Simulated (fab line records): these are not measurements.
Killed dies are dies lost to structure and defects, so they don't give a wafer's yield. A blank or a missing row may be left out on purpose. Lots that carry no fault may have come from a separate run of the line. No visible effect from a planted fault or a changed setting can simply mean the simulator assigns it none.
A struck lot beside a sound one | flow n5Finfet | 18 steps out of a route of 1938
Sound: the wafers L684.1, L684.5, L684.6. Struck: wafers L698.3, L698.4, L698.6. The cause comes at the end.
At each step with rows: each side's tool, then ch and its chambers, then its first start. Under that, the readings that differ: sound wafers | struck wafers | difference of the means | sigmas: that difference in standard deviations of wafers without a fault.
alike: a reading whose means differ by less than 2 such deviations, as well as words and numbers matching on both sides. not compared: withheld readings; readings where some wafer has no value; bounds like >300 that might hide an equal value; numbers whose values overlap and for which the record gives no deviation.
Wherever a step has rows on one side only, a row that says differs or no value, or a row with sigmas, the two part there. Non-overlapping numbers with no deviation appear without sigmas and do not part them. A reading missing from all wafers of one side parts the sides only when that side holds two or more wafers.

first, 6 steps without rows for these wafers: N5_BEOL_M7_COAT_22 (resist thk 30 nm); N5_BEOL_M7_EBR_24; N5_BEOL_M7_SOFTBAKE_23 (time 60 s); N5_BEOL_M7_EXPOSE_25 (exposes mask V6, target cd 40 nm); N5_BEOL_M7_PEB_26 (peb time 60 s); N5_BEOL_M7_DEVELOP_27 (develop time 30 s).
N5_BEOL_M7_CD_MEAS_28 targets a cd of 40 nm.
  sound on cdSem-03 ch 0, day 10 15:57; struck on cdSem-02 ch 0, day 13 14:54
  alike: cdNm
N5_BEOL_M7_OVL_MEAS_29:
  sound on overlay-01 ch 0, day 10 15:59; struck on overlay-01 ch 0, day 13 14:56
  alike: V6_OVL
N5_BEOL_M7_INSPECT_30: inspects for defects (brightfield).
  sound on defectInspect-01 at day 10 16:02; struck on defectInspect-02 at day 13 14:59
  alike: rawDefectCount
N5_BEOL_M7_DESCUM_33: chemistry O2, time 7 s.
  sound on rieDiel-06 ch 0,1,2, day 10 16:40; struck on rieDiel-06 ch 0,2, day 13 15:01
  alike: drypumpMotorCurrentA, oesProductAu, rfVppV, showerheadPlenumPTorr, throttleValvePct
  not compared: rfHoursCounterH
N5_BEOL_M7_ETCH_72: etches underlayer in N2/H2, target depth 6.5 nm, time 5.2 s.
  sound on rieDiel-06 ch 0,1,2, day 10 16:42; struck on rieDiel-06 ch 0,2, day 13 15:04
  alike: biasW, drypumpMotorCurrentA, etchRfOnTimeS, oesProductAu, rfVppV, showerheadPlenumPTorr, throttleValvePct
  not compared: rfHoursCounterH
N5_BEOL_M7_ETCH_65: etches SiARC in CF4, target depth 15.6 nm, time 26 s.
  sound on rieDiel-06 ch 0,1,2, day 10 16:43; struck on rieDiel-06 ch 0,2, day 13 15:04
  alike: biasW, cf4FlowSccm, drypumpMotorCurrentA, etchRfOnTimeS, oesProductAu, rfVppV, showerheadPlenumPTorr, throttleValvePct
  not compared: rfHoursCounterH
N5_BEOL_M7_ETCH_66: etches SOC in N2/H2, target depth 80 nm, overetch 16 nm, time 120 s.
  sound on rieDiel-06 ch 0,1,2, day 10 16:45; struck on rieDiel-06 ch 0,2, day 13 15:06
reading                                   | sound             | struck            | difference | sigmas
runLengthS (s)                            | 143.6 143.0 143.1 | 165.8 166.2 165.7 | +22.7      | +47
model.SiARC_of_BEOL_M7_COAT_64.thkNm (nm) | 6.4 6.4 6.4       | 5.4 5.2 5.2       | -1.1       | 
  alike: biasW, drypumpMotorCurrentA, oesProductAu, rfVppV, showerheadPlenumPTorr, throttleValvePct
  not compared: rfHoursCounterH
then, 2 steps without rows for these wafers: N5_BEOL_M7_STRIP_69 (strips in N2/H2); N5_BEOL_M7_STRIP_73 (strips in N2/H2).
N5_BEOL_M7_VIA_ETCH_34: etches SiCOH lowk in C4F6/O2, target depth 125.5 nm, time 50.5 s.
  sound on rieDiel-06 ch 0,1,2, day 10 16:51; struck on rieDiel-06 ch 0,2, day 13 15:12
  alike: biasW, drypumpMotorCurrentA, oes_ar_750_au, oesProductAu, rfVppV, runLengthS, showerheadPlenumPTorr, throttleValvePct
  not compared: rfHoursCounterH, model.BEOL_M7.cdNm
then, 2 steps without rows for these wafers: N5_BEOL_M7_STRIP_76 (strips in C4F6/O2); N5_PASSIVATION_PROBE_49.

## WHERE THEY PART
Only at N5_BEOL_M7_ETCH_66, as far as this record shows. Later steps at which nothing parts them and some readings are alike: N5_BEOL_M7_VIA_ETCH_34.

WHY: the cause the simulator had injected
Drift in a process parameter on rieDiel-06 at N5_BEOL_M7_ETCH_66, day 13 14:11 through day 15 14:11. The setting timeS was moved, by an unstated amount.
